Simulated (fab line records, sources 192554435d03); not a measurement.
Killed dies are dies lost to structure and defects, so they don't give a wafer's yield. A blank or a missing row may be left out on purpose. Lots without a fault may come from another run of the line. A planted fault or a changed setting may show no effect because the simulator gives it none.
fab line records | flow n5_finfet
record lots=5 wafers=13 last_day=19
route steps=1938 shown BEOL_M1@831 BEOL_M2@841 BEOL_M4@1111
lots that met no fault: from a run of the same line without faults
start_h: hours from the record's first day to the start of the lot's first wafer shown | wait_h: hours since the lot's step before | " the same as in the row above | L1.1+2: a row that stands for several wafers | - no value, or no start given | * or withheld: withheld | < > ~ a bound
route shown NAME@n: a module of which the file shows steps, and the number in the route of the first | usual: mean/standard deviation of fault-free wafers | same: alike in all rows | chamber/n: place in a boat | sites: the reading at each site | _std_site: their standard deviation | _edge_site: outer sites' mean less inner sites' | radius_mm: how far each site lies from the wafer's centre | mask NAME#n: copy n | behind: the tool/chamber that last shaped the wafer | hold: why the lot was held/for how many hours/how that ended | device: the transistor (n, p or np) that didn't switch | end of line: the same wafers' tests at the end of the route | a step without rows: its recipe alone | killed: dies lost to structure and defects at the first sort, not the wafer's yield | map: a wafer's dies, x killed, . not, _ none there
set.NAME: the setting as run; set.NAME@STEP: as run at that earlier step | model.NAME: the simulator's own value behind a step, which no gauge read
lots at some steps of the route; a table a step, a row a wafer
services: from which hour (start_h, from the record's first day; less than 0 if before it) a tool's chamber was out of use, for how many hours, and why
## steps
# step N5_BEOL_M1_ECD_50
# recipe material=Cu target_thk_a=3000
# step N5_BEOL_M1_ANNEAL_51
# recipe temp_c=225 time_s=90 ambient=N2
# step N5_BEOL_M1_CMP_52
# recipe stop_on=SiOC t_overpolish_s=6.8 down_force_psi=1 platen_rpm=50 clearing_platen_down_force_psi=1.5 clearing_platen_rpm=50 post_cmp_clean=cu_alkaline target_thk_nm=40 clearing_platen_pad_velocity_m_s=0.99484 pad_velocity_m_s=0.99484
# step N5_BEOL_M1_PRE_CLEAN_60
# recipe gas=NH3/H2 time_s=15 temp_c=* rf_power_w=300
# step N5_BEOL_M1_CO_CAP_55
# recipe material=Co target_thk_a=20 temp_c=200 precursor=CCTBA/H2 pressure_torr=30 time_s=102.1
# step N5_BEOL_M1_PRE_CLEAN_56
# recipe gas=NH3 time_s=15 temp_c=withheld rf_power_w=300
# step N5_BEOL_M1_DEP_57
# recipe material=SiCN target_thk_a=80 temp_c=withheld precursor=3MS/NH3 pressure_torr=3 rf_w=202 time_s=14
# step N5_BEOL_M2_ILD_DEP_00
# recipe material=SiOC target_thk_a=790 temp_c=350 precursor=DEMS/O2 pressure_torr=5 rf_w=500 time_s=15.3
# step N5_BEOL_M2_PECVD_72
# recipe material=SiO2 target_thk_a=160 temp_c=400 precursor=TEOS/O2 pressure_torr=5.5 rf_w=450 teos_flow_sccm=53.8 gas=O2 flow_sccm=3000 time_s=18
# usual heater_power_w=766/100 showerhead_plenum_p_Torr=8.80/0.082 throttle_valve_pct=22.9/1.1
# columns lot.wafer tool chamber start_h wait_h heater_power_w showerhead_plenum_p_Torr throttle_valve_pct model.SiO2_of_BEOL_M2_PECVD_72.thk_nm
L775.1 pecvd-04 2 156.26 0.0 766 8.89 22.5 16
L775.2 " 1 " " 958 8.86 25.4 15.8
L775.3 " 0 " " 804 8.73 22.5 16.4
L779.3 pecvd-04 1 192.43 0.0 935 8.87 25.0 15.8
L779.4 " 1 " " 945 8.85 25.3 12.6
L779.5 " 0 " " 880 8.70 22.2 13
L782.1 pecvd-04 2 213.58 0.0 744 8.89 22.4 15.8
L782.5 " 0 " " 917 8.72 22.4 13
L785.3 pecvd-04 0 230.11 0.0 874 8.70 22.3 16.2
L785.4 " 2 " " 626 8.90 22.2 12.4
L793.1 pecvd-02 0 259.50 0.0 610 8.64 22.2 15.8
L793.3 " 2 " " 655 8.85 22.0 16.4
L793.4 " 2 " " 662 8.86 22.0 16.8
# step N5_BEOL_M2_HM_DEP_02
# recipe material=TiN target_thk_a=200 temp_c=25 chamber_pressure_pa=0.49996
# step N5_BEOL_M2_COAT_61
# recipe resist=SOC temp_c=250 time_s=60 spin_rpm=1500 resist_thk_nm=60
# step N5_BEOL_M2_COAT_62
# recipe resist=SiARC temp_c=220 time_s=60 spin_rpm=1500 resist_thk_nm=12
# step N5_BEOL_M2_COAT_73
# recipe resist=underlayer temp_c=205 time_s=60 spin_rpm=1500 resist_thk_nm=5
# step N5_BEOL_M2_COAT_05
# recipe resist=CAR-EUV spin_rpm=1500 resist_thk_nm=30
# step N5_BEOL_M2_EBR_07
# recipe solvent=PGMEA ebr_width_mm=1.5
# step N5_BEOL_M2_SOFTBAKE_06
# recipe temp_c=110 time_s=60 resist=CAR-EUV
# step N5_BEOL_M2_EXPOSE_08
# recipe mask_id=M2 na=0.33 source_shape=dipole sigma_inner=0.369 sigma_outer=0.767 polarization=unpolarized dose_mj=41.25
# step N5_BEOL_M2_PEB_09
# recipe peb_temp_c=100 peb_time_s=60 resist=CAR-EUV
# step N5_BEOL_M2_DEVELOP_10
# recipe develop_time_s=30 developer=TMAH resist=CAR-EUV rinse_liquid=surfactant_rinse dry=air_spin dev_temp_c=23
# step N5_BEOL_M2_DESCUM_16
# recipe chemistry=O2 time_s=7 source_power_w=50 bias_power_w=20 pressure_mtorr=20 rf_frequency_hz=2.712e+07 temp_c=40 resist=CAR-EUV o2_flow_sccm=225
# step N5_BEOL_M2_ETCH_74
# recipe chemistry=N2/H2 target=underlayer target_depth_a=65 mask_material=CAR-EUV time_s=5.2 ion_energy_ev=200 pressure_mtorr=30 source_w=840 bias_w=150 n2_flow_sccm=200 h2_flow_sccm=200 ends=cleared
# step N5_BEOL_M2_ETCH_63
# recipe chemistry=CF4 target=SiARC target_depth_a=156 mask_material=CAR-EUV time_s=26 ion_energy_ev=80 pressure_mtorr=40 source_w=545 bias_w=36 Ar_flow_sccm=100 cf4_flow_sccm=100 ends=cleared
# step N5_BEOL_M2_ETCH_64
# recipe chemistry=N2/H2 target=SOC target_depth_a=750 overetch_a=225 mask_material=SiARC temp_c=40 time_s=121.9 ion_energy_ev=200 pressure_mtorr=30 source_w=840 bias_w=150 n2_flow_sccm=200 h2_flow_sccm=200
# step N5_BEOL_M2_STRIP_65
# recipe chemistry=N2/H2 temp_c=40 n2_flow_sccm=200 h2_flow_sccm=200 rf_frequency_hz=6e+07
# step N5_BEOL_M2_STRIP_75
# recipe chemistry=N2/H2 temp_c=40 n2_flow_sccm=200 h2_flow_sccm=200 rf_frequency_hz=6e+07
# step N5_BEOL_M2_STRIP_66
# recipe chemistry=CF4 resist=SiARC power_w=300 bias_power_w=75 pressure_mtorr=50 cf4_flow_sccm=150 rf_frequency_hz=6e+07
# step N5_BEOL_M2_HM_OPEN_17
# recipe chemistry=Cl2/BCl3 target_depth_a=200 overetch_a=60 target=TiN mask_material=SOC ion_energy_ev=150 pressure_mtorr=10 icp_w=1000 bias_w=126 Cl2_flow_sccm=53.25 bcl3_flow_sccm=21.75 Ar_flow_sccm=25
# step N5_BEOL_M2_STRIP_19
# recipe chemistry=O2 power_w=400 temp_c=40 pressure_mtorr=30 rf_frequency_hz=6e+07 bias_power_w=0 overash_fraction=0.2 o2_flow_sccm=225
# step N5_BEOL_M2_COAT_67
# recipe resist=SOC temp_c=250 time_s=60 spin_rpm=1500 resist_thk_nm=60
# step N5_BEOL_M2_COAT_68
# recipe resist=SiARC temp_c=220 time_s=60 spin_rpm=1500 resist_thk_nm=12
# step N5_BEOL_M2_COAT_76
# recipe resist=underlayer temp_c=205 time_s=60 spin_rpm=1500 resist_thk_nm=5
# step N5_BEOL_M2_COAT_22
# recipe resist=CAR-EUV spin_rpm=1500 resist_thk_nm=30
# step N5_BEOL_M2_EBR_24
# recipe solvent=PGMEA ebr_width_mm=1.5
# step N5_BEOL_M2_SOFTBAKE_23
# recipe temp_c=110 time_s=60 resist=CAR-EUV
# step N5_BEOL_M2_HM_STRIP_39
# recipe chemistry=peroxide_tin_strip material=TiN target_depth_a=250 temp_c=50 time_s=158
# columns lot.wafer tool chamber start_h wait_h model.SiO2_of_BEOL_M2_PECVD_72.thk_nm
L775.1 wet_bench-05 4 162.82 0.0 15.8
L775.2 " 7 " " 15.6
L775.3 " 6 " " 16.2
L779.3 wet_bench-05 7 196.58 0.0 15.6
L779.4 " 0 " " 12.4
L779.5 " 5 " " 12.8
L782.1 wet_bench-03 2 238.58 0.0 15.6
L782.5 " 1 " " 12.8
L785.3 wet_bench-05 4 262.56 0.0 16
L785.4 " 1 " " 12.2
L793.1 wet_bench-03 3 284.29 0.1 15.8
L793.3 " 4 " " 16.2
L793.4 " 2 " " 16.6
# step N5_BEOL_M2_CMP_52
# recipe stop_on=SiOC t_overpolish_s=6.8 down_force_psi=1 platen_rpm=50 clearing_platen_down_force_psi=1.5 clearing_platen_rpm=50 post_cmp_clean=cu_alkaline target_thk_nm=40 clearing_platen_pad_velocity_m_s=0.99484 pad_velocity_m_s=0.99484
# usual barrier_field_endpoint_s=24.8/0.65 edge_zone_pressure_frac=1.000/0.0048 motor_current_A=6.0/0.35
# columns lot.wafer tool chamber start_h wait_h barrier_field_endpoint_s edge_zone_pressure_frac motor_current_A
L775.1 cmp-01 2 165.90 0.3 23.9 1.003 5.9
L775.2 " 0 " " 24.0 1.004 6.7
L775.3 " 1 " " 24.6 1.004 5.9
L779.3 cmp-01 0 201.18 0.2 24.7 1.009 6.1
L779.4 " 1 " " 20.6 0.995 6.0
L779.5 " 3 " " 21.4 1.003 6.2
L782.1 cmp-03 3 243.48 0.3 23.3 0.996 6.4
L782.5 " 2 " " 20.0 0.996 6.2
L785.4 cmp-03 2 265.82 0.1 20.1 0.999 6.1
L785.3 " 1 " " 24.8 0.998 6.7
L793.3 cmp-01 1 288.11 0.2 24.8 1.005 5.5
L793.4 " 3 " " 25.7 1.006 6.3
L793.1 " 0 " " 24.2 0.997 6.1
# step N5_BEOL_M4_RC_MEAS_101
# usual DIBL_N=36.0/1.7 DIBL_P=36.2/1.9 IOFF_N=0.154/0.028 IOFF_P=0.21/0.036 ION_N=675/11 ION_P=463/8.3 SS_N=71.4/0.63 SS_P=73.2/0.55 VT_N=250.2/3 VT_P=-251/3.7
# columns lot.wafer tool chamber start_h wait_h DIBL_N[mV/V] DIBL_P[mV/V] IOFF_N[nA/um] IOFF_P[nA/um] ION_N[uA/um] ION_P[uA/um] SS_N[mV/dec] SS_P[mV/dec] VT_N[mV] VT_P[mV]
L775.1 prober-02 0 243.98 0.0 35.0 34.9 0.137 0.19 668 458 70.6 73.7 249.0 -252
L775.2 " 0 " " 37.1 36.2 0.167 0.22 678 463 71.9 73.6 248.0 -249
L775.3 " 0 " " 36.0 34.9 0.140 0.19 665 451 70.7 72.7 251.1 -251
L779.3 prober-01 0 269.66 0.3 36.8 37.1 0.153 0.19 686 458 72.4 73.3 250.4 -256
L779.4 " 0 " " 35.6 34.6 0.127 0.16 666 453 71.8 72.2 252.1 -255
L779.5 " 0 " " 35.6 35.9 0.129 0.18 661 455 70.7 73.1 252.2 -252
L782.1 prober-02 0 291.63 0.0 38.4 38.3 0.186 0.21 689 457 71.5 73.9 247.5 -252
L782.5 " 0 " " 35.4 34.7 0.123 0.17 668 454 71.5 73.1 254.9 -255
L785.3 prober-02 0 297.04 0.3 36.1 36.7 0.151 0.22 664 461 71.7 73.2 251.0 -250
L785.4 " 0 " " 34.7 34.9 0.135 0.19 680 475 71.2 73.0 251.2 -250
L793.1 prober-02 0 342.53 0.0 35.8 36.0 0.154 0.23 668 470 70.8 72.6 248.9 -245
L793.3 " 0 " " 33.1 33.3 0.116 0.19 678 473 71.0 72.5 251.4 -248
L793.4 " 0 " " 37.5 38.5 0.195 0.27 682 474 72.5 73.5 245.2 -248
## services
# columns tool chamber start_h hours kind
cmp-01 - 141.71 3.6 repair
pecvd-04 1 171.33 5.5 scheduled_down
pecvd-02 - 171.92 1.4 repair
pecvd-02 - 175.34 2.1 repair
cmp-03 - 181.07 4.2 pm
cmp-03 - 187.94 1.7 repair
pecvd-02 2 212.74 2.1 scheduled_down
cmp-03 - 220.37 0.8 repair
pecvd-02 1 227.29 5.5 scheduled_down
cmp-01 - 251.66 1.4 repair
cmp-01 - 253.25 6.7 pm
cmp-01 - 265.31 4.0 pm
cmp-01 - 269.31 - consumable_replace:conditioner
cmp-01 - 269.31 - consumable_replace:pad
wet_bench-03 - 279.03 1.9 pm
pecvd-02 0 279.38 2.1 scheduled_down
pecvd-04 2 287.69 4.1 repair
## key
first_sign step=N5_BEOL_M2_CMP_52 reading=barrier_field_endpoint_s direction=down sigmas=6.5 usual=24.8 struck=20.5
effect none on later readings
model_effect step=N5_BEOL_M2_PECVD_72 value=SiO2_of_BEOL_M2_PECVD_72.thk_nm without=16.25 struck=12.75
model_effect step=N5_BEOL_M2_HM_STRIP_39 value=SiO2_of_BEOL_M2_PECVD_72.thk_nm without=16.15 struck=12.55
met_at N5_BEOL_M2_PECVD_72
struck_wafers L779.4,L779.5,L782.5,L785.4
onset_between 156.26 192.43
fault kind=process_parameter_drift tool=pecvd-04 chamber=- onset_h=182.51 steps=N5_BEOL_M2_PECVD_72 channel=time_s offset=* shape=step end_h=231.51 scope=struck_wafers_only acts_in=* stated=*
